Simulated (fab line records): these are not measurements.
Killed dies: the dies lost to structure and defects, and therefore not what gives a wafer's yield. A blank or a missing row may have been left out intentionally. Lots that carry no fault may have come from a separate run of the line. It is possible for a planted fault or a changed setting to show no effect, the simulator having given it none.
fab line records + flow n5-finfet
record:
- lots: 11
- wafers: 32
- last-day: 19
route steps=1938 shown BEOL_M10@1509 BEOL_M11@1541
lots that met no fault: from a run of the same line without faults
start-h: hours from the record's opening day to when the first of the lot's shown wafers began + wait-h: hours since the lot's step before + " identical to the entry in the row above + L1.1+2: a row that stands for several wafers + - either no value or no given start + * or withheld: withheld + < > ~ a bound
route shown NAME@n: a module of which the file shows steps, and the number in the route of the first + usual: average and standard deviation across the fault-free wafers + same: alike in all rows + chamber/n: place in a boat + sites: the reading at each site + _std_site: the standard deviation of these + _edge_site: inner sites' mean taken away from outer sites' mean + radius-mm: for every site, how far away it sits from the centre of the wafer + mask NAME#n: copy n + behind: the most recent tool/chamber to have shaped the wafer + hold: why the lot went on hold/how many hours it stayed there/how the hold came to an end + device: transistor that didn't switch, given as n, p or np + end of line: the same wafers' tests at the end of the route + for a step that has no rows: nothing shown but its recipe + killed: count of dies lost to structure and defects at first sort (not the wafer's yield) + map: a wafer's dies, marking killed ones x, the rest . and places with no die _
set.NAME: the setting that was run; set.NAME@STEP: the one run at that earlier step + model.NAME: the simulator's own value behind a step, which no gauge read
route steps across a sampled set of lots; one table per step, one row per wafer
services: the hour from which a tool's chamber was out of use, counted from the record's first day as start-h (under 0 if before that day), plus the number of hours and why
== steps ==
step: N5_BEOL_M10_VIA_ETCH_34
recipe:
- chemistry: C4F6/O2
- target: SiCOH_lowk
- target-depth-a: 1845
- mask-material: SOC
- taper-deg: 4
- time-s: 69.2
- ion-energy-ev: 250
- pressure-mtorr: 30
- source-w: 345
- bias-w: 185
- Ar_flow_sccm: 300
- C4F6_flow_sccm: 10
- O2_flow_sccm: 10
usual:
- drypump-motor-current-A: 5.5/0.58
- oes-product-au: 0.80/0.065
- rf-vpp-V: 664/14
- showerhead-plenum-p-Torr: 2.86/0.094
- throttle-valve-pct: 20.98/0.24
| lot.wafer | tool        | chamber | start-h | wait-h | drypump-motor-current-A | oes-product-au | rf-hours-counter-h | rf-vpp-V | showerhead-plenum-p-Torr | throttle-valve-pct |
|-----------|-------------|---------|---------|--------|-------------------------|----------------|--------------------|----------|--------------------------|--------------------|
| L741.1    | rie-diel-03 | 2       | 256.27  | 0.0    | 5.1                     | 0.83           | 87                 | 672      | 2.79                     | 21.13              |
| L741.4    | "           | 0       | "       | "      | 5.7                     | 0.90           | 32                 | 646      | 3.02                     | 20.86              |
| L741.6    | "           | 1       | "       | "      | 4.7                     | 0.83           | -                  | 682      | 2.77                     | 21.19              |
| L744.4    | rie-diel-03 | 3       | 263.53  | 0.0    | 5.1                     | 0.83           | 58                 | 684      | 2.78                     | 20.73              |
| L744.5    | "           | 1       | "       | "      | 4.7                     | 0.82           | -                  | 682      | 2.77                     | 21.19              |
| L744.6    | "           | 0       | "       | "      | 5.7                     | 0.89           | -                  | 647      | 3.02                     | 20.86              |
| L745.1    | rie-diel-05 | 1       | 263.86  | 0.0    | 5.5                     | 0.71           | 214                | 656      | 2.94                     | 21.24              |
| L745.3    | "           | 3       | "       | "      | 5.7                     | 0.81           | 85                 | 656      | 2.74                     | 20.60              |
| L748.3    | rie-diel-04 | 1       | 284.44  | 0.0    | 6.3                     | 0.87           | 49                 | 667      | 2.92                     | 20.69              |
| L748.5    | "           | 3       | "       | "      | 6.2                     | 0.72           | -                  | 648      | 2.94                     | 21.21              |
| L748.6    | "           | 0       | "       | "      | 6.2                     | 0.69           | -                  | 647      | 2.84                     | 21.41              |
| L749.1    | rie-diel-03 | 1       | 293.20  | 0.0    | 4.7                     | 0.80           | 98                 | 683      | 2.77                     | 21.22              |
| L749.3    | "           | 0       | "       | "      | 5.7                     | 0.87           | 44                 | 643      | 3.01                     | 20.88              |
| L749.4    | "           | 2       | "       | "      | 5.1                     | 0.81           | 100                | 672      | 2.79                     | 21.15              |
| L751.1    | rie-diel-05 | 3       | 303.82  | 0.0    | 5.7                     | 0.79           | 97                 | 658      | 2.74                     | 20.61              |
| L751.3    | "           | 0       | "       | "      | 5.1                     | 0.82           | 85                 | 664      | 2.88                     | 20.72              |
| L751.4    | "           | 1       | "       | "      | 5.5                     | 0.69           | 227                | 655      | 2.93                     | 21.28              |
| L752.2    | rie-diel-05 | 0       | 317.75  | 0.0    | 5.1                     | 0.82           | 91                 | 664      | 2.87                     | 20.72              |
| L752.4    | "           | 1       | "       | "      | 5.5                     | 0.69           | 233                | 656      | 2.93                     | 21.28              |
| L752.5    | "           | 0       | "       | "      | 5.1                     | 0.81           | -                  | 662      | 2.87                     | 20.74              |
| L762.1    | rie-diel-03 | 1       | 374.28  | 0.0    | 4.7                     | 0.77           | 128                | 680      | 2.75                     | 21.26              |
| L762.2    | "           | 2       | "       | "      | 5.1                     | 0.77           | 128                | 671      | 2.77                     | 21.19              |
| L762.3    | "           | 3       | "       | "      | 5.1                     | 0.80           | 92                 | 683      | 2.77                     | 20.78              |
| L760.1    | rie-diel-05 | 0       | 381.93  | 0.0    | 5.1                     | 0.78           | 115                | 661      | 2.86                     | 20.77              |
| L760.2    | "           | 3       | "       | "      | 5.7                     | 0.76           | 127                | 657      | 2.72                     | 20.66              |
| L760.6    | "           | 2       | "       | "      | 6.6                     | 0.77           | -                  | 669      | 2.85                     | 20.76              |
| L763.1    | rie-diel-03 | 0       | 397.72  | 0.0    | 5.7                     | 0.81           | 81                 | 647      | 3.00                     | 20.93              |
| L763.2    | "           | 2       | "       | "      | 5.1                     | 0.77           | 136                | 672      | 2.77                     | 21.20              |
| L763.6    | "           | 1       | "       | "      | 4.7                     | 0.76           | -                  | 681      | 2.75                     | 21.25              |
| L764.1    | rie-diel-04 | 0       | 409.14  | 0.0    | 6.2                     | 0.94           | 13                 | 647      | 2.82                     | 21.04              |
| L764.3    | "           | 2       | "       | "      | 4.9                     | 0.87           | 64                 | 660      | 3.02                     | 20.83              |
| L764.5    | "           | 0       | "       | "      | 6.2                     | 0.95           | -                  | 646      | 2.82                     | 21.05              |
step: N5_BEOL_M10_STRIP_36
recipe:
- chemistry: N2/H2
- power-w: 450
- temp-c: 40
- pressure-mtorr: 20
- rf-frequency-hz: 6e+07
- overash-fraction: 0.3
- bias-power-w: 7
- h2-frac: 0.5
- n2-flow-sccm: 200
- h2-flow-sccm: 200
usual:
- drypump-motor-current-A: 5.5/0.59
- oes-product-au: 0.80/0.065
- rf-vpp-V: 59.1/1.7
- showerhead-plenum-p-Torr: 2.54/0.088
- throttle-valve-pct: 23.8/0.34
| lot.wafer | tool        | chamber | start-h | wait-h | drypump-motor-current-A | oes-product-au | rf-hours-counter-h | rf-vpp-V | showerhead-plenum-p-Torr | throttle-valve-pct |
|-----------|-------------|---------|---------|--------|-------------------------|----------------|--------------------|----------|--------------------------|--------------------|
| L741.1    | rie-diel-03 | 2       | 256.33  | 0.0    | 5.1                     | 0.82           | 87                 | 60.2     | 2.48                     | 24.1               |
| L741.4    | "           | 0       | "       | "      | 5.7                     | 0.90           | 32                 | 57.6     | 2.70                     | 23.6               |
| L741.6    | "           | 1       | "       | "      | 4.7                     | 0.82           | -                  | 56.5     | 2.47                     | 24.2               |
| L744.4    | rie-diel-03 | 3       | 263.59  | 0.0    | 5.1                     | 0.85           | 58                 | 57.4     | 2.46                     | 23.4               |
| L744.5    | "           | 1       | "       | "      | 4.7                     | 0.84           | -                  | 58.4     | 2.46                     | 24.2               |
| L744.6    | "           | 0       | "       | "      | 5.7                     | 0.90           | -                  | 61.4     | 2.70                     | 23.6               |
| L745.1    | rie-diel-05 | 1       | 263.92  | 0.0    | 5.5                     | 0.71           | 214                | 61.8     | 2.62                     | 24.0               |
| L745.3    | "           | 3       | "       | "      | 5.7                     | 0.80           | 85                 | 59.0     | 2.46                     | 23.4               |
| L748.3    | rie-diel-04 | 1       | 284.51  | 0.0    | 6.3                     | 0.88           | 49                 | 58.8     | 2.59                     | 23.2               |
| L748.5    | "           | 3       | "       | "      | 6.2                     | 0.73           | -                  | 59.1     | 2.62                     | 23.9               |
| L748.6    | "           | 0       | "       | "      | 6.2                     | 0.71           | -                  | 59.5     | 2.50                     | 24.1               |
| L749.1    | rie-diel-03 | 1       | 293.26  | 0.0    | 4.7                     | 0.80           | 98                 | 55.6     | 2.46                     | 24.2               |
| L749.3    | "           | 0       | "       | "      | 5.7                     | 0.89           | 44                 | 59.8     | 2.70                     | 23.6               |
| L749.4    | "           | 2       | "       | "      | 5.1                     | 0.81           | 100                | 62.5     | 2.47                     | 24.1               |
| L751.1    | rie-diel-05 | 3       | 303.88  | 0.0    | 5.7                     | 0.80           | 98                 | 56.7     | 2.46                     | 23.4               |
| L751.3    | "           | 0       | "       | "      | 5.1                     | 0.82           | 85                 | 61.5     | 2.58                     | 23.7               |
| L751.4    | "           | 1       | "       | "      | 5.5                     | 0.69           | 227                | 59.7     | 2.61                     | 24.0               |
| L752.2    | rie-diel-05 | 0       | 317.81  | 0.0    | 5.1                     | 0.79           | 91                 | 58.3     | 2.58                     | 23.7               |
| L752.4    | "           | 1       | "       | "      | 5.5                     | 0.69           | 233                | 61.2     | 2.61                     | 24.0               |
| L752.5    | "           | 0       | "       | "      | 5.1                     | 0.83           | -                  | 61.9     | 2.58                     | 23.7               |
| L762.1    | rie-diel-03 | 1       | 374.34  | 0.0    | 4.7                     | 0.77           | 128                | 58.3     | 2.45                     | 24.3               |
| L762.2    | "           | 2       | "       | "      | 5.1                     | 0.78           | 128                | 60.7     | 2.46                     | 24.1               |
| L762.3    | "           | 3       | "       | "      | 5.1                     | 0.80           | 92                 | 57.3     | 2.45                     | 23.4               |
| L760.1    | rie-diel-05 | 0       | 381.99  | 0.0    | 5.1                     | 0.80           | 115                | 60.1     | 2.57                     | 23.8               |
| L760.2    | "           | 3       | "       | "      | 5.7                     | 0.79           | 127                | 63.8     | 2.44                     | 23.4               |
| L760.6    | "           | 2       | "       | "      | 6.6                     | 0.77           | -                  | 59.7     | 2.55                     | 23.5               |
| L763.1    | rie-diel-03 | 0       | 397.78  | 0.0    | 5.7                     | 0.80           | 81                 | 60.3     | 2.68                     | 23.7               |
| L763.2    | "           | 2       | "       | "      | 5.1                     | 0.77           | 136                | 57.8     | 2.46                     | 24.2               |
| L763.6    | "           | 1       | "       | "      | 4.7                     | 0.77           | -                  | 57.6     | 2.44                     | 24.3               |
| L764.1    | rie-diel-04 | 0       | 409.20  | 0.0    | 6.2                     | 0.96           | 14                 | 55.8     | 2.48                     | 23.6               |
| L764.3    | "           | 2       | "       | "      | 4.9                     | 0.86           | 64                 | 58.0     | 2.67                     | 23.2               |
| L764.5    | "           | 0       | "       | "      | 6.2                     | 0.96           | -                  | 60.0     | 2.49                     | 23.6               |
step: N5_BEOL_M10_INSPECT_58
recipe:
- inspect-instrument: darkfield
- mode: post-dep
usual:
- raw-defect-count: 71/23
| lot.wafer | tool              | chamber | start-h | wait-h | raw-defect-count |
|-----------|-------------------|---------|---------|--------|------------------|
| L741.1    | defect-inspect-01 | -       | 260.60  | 0.0    | 49               |
| L741.4    | "                 | -       | "       | "      | 44               |
| L741.6    | "                 | -       | "       | "      | 40               |
| L744.4    | defect-inspect-02 | -       | 266.11  | 0.0    | 91               |
| L744.5    | "                 | -       | "       | "      | 52               |
| L744.6    | "                 | -       | "       | "      | 77               |
| L745.1    | defect-inspect-01 | -       | 267.17  | 0.0    | 56               |
| L745.3    | "                 | -       | "       | "      | 61               |
| L748.3    | defect-inspect-01 | -       | 288.99  | 0.0    | 103              |
| L748.5    | "                 | -       | "       | "      | 112              |
| L748.6    | "                 | -       | "       | "      | 61               |
| L749.1    | defect-inspect-02 | -       | 299.21  | 0.0    | 104              |
| L749.3    | "                 | -       | "       | "      | 117              |
| L749.4    | "                 | -       | "       | "      | 46               |
| L751.1    | defect-inspect-02 | -       | 306.92  | 0.0    | 69               |
| L751.3    | "                 | -       | "       | "      | 71               |
| L751.4    | "                 | -       | "       | "      | 73               |
| L752.2    | defect-inspect-02 | -       | 321.56  | 0.0    | 67               |
| L752.4    | "                 | -       | "       | "      | 58               |
| L752.5    | "                 | -       | "       | "      | 85               |
| L762.1    | defect-inspect-01 | -       | 380.25  | 0.0    | 39               |
| L762.2    | "                 | -       | "       | "      | 30               |
| L762.3    | "                 | -       | "       | "      | 27               |
| L760.1    | defect-inspect-01 | -       | 385.35  | 0.0    | 47               |
| L760.2    | "                 | -       | "       | "      | 72               |
| L760.6    | "                 | -       | "       | "      | 66               |
| L763.1    | defect-inspect-01 | -       | 402.54  | 0.0    | 45               |
| L763.2    | "                 | -       | "       | "      | 51               |
| L763.6    | "                 | -       | "       | "      | 87               |
| L764.1    | defect-inspect-02 | -       | 411.89  | 0.0    | 73               |
| L764.3    | "                 | -       | "       | "      | 52               |
| L764.5    | "                 | -       | "       | "      | 58               |
step: N5_BEOL_M11_COAT_59
recipe:
- resist: SOC
- temp-c: 250
- time-s: 60
- spin-rpm: 1500
- resist-thk-nm: 100
usual:
- spin-speed-rpm: 1499.8/0.89
| lot.wafer | tool           | chamber | start-h | wait-h | spin-speed-rpm |
|-----------|----------------|---------|---------|--------|----------------|
| L741.1    | litho-track-01 | 0       | 261.50  | 0.1    | 1501.0         |
| L741.4    | "              | 0       | "       | "      | 1500.9         |
| L741.6    | "              | 0       | "       | "      | 1501.7         |
| L744.4    | litho-track-01 | 0       | 268.59  | 0.1    | 1499.5         |
| L744.5    | "              | 0       | "       | "      | 1499.1         |
| L744.6    | "              | 0       | "       | "      | 1498.3         |
| L745.1    | litho-track-01 | 0       | 268.69  | 0.1    | 1498.8         |
| L745.3    | "              | 0       | "       | "      | 1499.6         |
| L748.3    | litho-track-01 | 0       | 291.16  | 0.1    | 1457.7         |
| L748.5    | "              | 0       | "       | "      | 1456.8         |
| L748.6    | "              | 0       | "       | "      | 1454.9         |
| L749.1    | litho-track-03 | 0       | 302.07  | 0.1    | 1498.7         |
| L749.3    | "              | 0       | "       | "      | 1498.9         |
| L749.4    | "              | 0       | "       | "      | 1501.3         |
| L751.1    | litho-track-01 | 0       | 308.36  | 0.1    | 1456.5         |
| L751.3    | "              | 0       | "       | "      | 1458.1         |
| L751.4    | "              | 0       | "       | "      | 1457.1         |
| L752.2    | litho-track-01 | 0       | 323.09  | 0.1    | 1457.0         |
| L752.4    | "              | 0       | "       | "      | 1456.3         |
| L752.5    | "              | 0       | "       | "      | 1457.7         |
| L762.1    | litho-track-05 | 0       | 382.79  | 0.1    | 1497.8         |
| L762.2    | "              | 0       | "       | "      | 1497.8         |
| L762.3    | "              | 0       | "       | "      | 1498.0         |
| L760.1    | litho-track-05 | 0       | 386.35  | 0.1    | 1501.2         |
| L760.2    | "              | 0       | "       | "      | 1502.4         |
| L760.6    | "              | 0       | "       | "      | 1501.2         |
| L763.1    | litho-track-05 | 0       | 404.67  | 0.1    | 1499.7         |
| L763.2    | "              | 0       | "       | "      | 1498.9         |
| L763.6    | "              | 0       | "       | "      | 1500.4         |
| L764.1    | litho-track-01 | 0       | 413.62  | 0.1    | 1500.6         |
| L764.3    | "              | 0       | "       | "      | 1498.5         |
| L764.5    | "              | 0       | "       | "      | 1499.2         |
== services ==
| tool        | chamber | start-h | hours | kind                          |
|-------------|---------|---------|-------|-------------------------------|
| rie-diel-04 | 1       | 232.41  | 6.1   | repair                        |
| rie-diel-04 | 0       | 267.86  | 1.3   | repair                        |
| rie-diel-03 | -       | 317.11  | 0.4   | repair                        |
| rie-diel-03 | -       | 340.17  | 4.3   | pm                            |
| rie-diel-04 | 0       | 355.39  | -     | clean                         |
| rie-diel-04 | 0       | 355.39  | -     | consumable-replace:focus-ring |
| rie-diel-04 | 0       | 355.39  | 16.3  | scheduled-down                |
| rie-diel-04 | 0       | 355.39  | 16.3  | vent-cycle                    |
| rie-diel-05 | 1       | 364.60  | -     | clean                         |
| rie-diel-05 | 1       | 364.60  | -     | consumable-replace:focus-ring |
| rie-diel-05 | 1       | 364.60  | 27.4  | scheduled-down                |
| rie-diel-05 | 1       | 364.60  | 27.4  | vent-cycle                    |
| rie-diel-04 | 3       | 385.64  | -     | clean                         |
| rie-diel-04 | 3       | 385.64  | -     | consumable-replace:focus-ring |
| rie-diel-04 | 3       | 385.64  | 13.7  | scheduled-down                |
| rie-diel-04 | 3       | 385.64  | 13.7  | vent-cycle                    |
| rie-diel-04 | -       | 386.34  | 1.0   | repair                        |
== key ==
first-sign:
- step: N5_BEOL_M11_COAT_59
- reading: spin-speed-rpm
- direction: down
- sigmas: 48
- usual: *
- struck: *
effect none on later readings
met-at N5_BEOL_M11_COAT_59
struck-lots L748,L751,L752
not-acting-at N5_BEOL_M10_VIA_ETCH_34,N5_BEOL_M10_STRIP_36,N5_BEOL_M10_INSPECT_58
onset-between 268.69 291.16
fault:
- kind: process-parameter-drift
- tool: litho-track-01
- chamber: -
- onset-h: 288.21
- steps: N5_BEOL_M11_COAT_59
- channel: spin-rpm
- offset: *
- shape: step
- end-h: 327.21
- acts-in: *
- stated: *
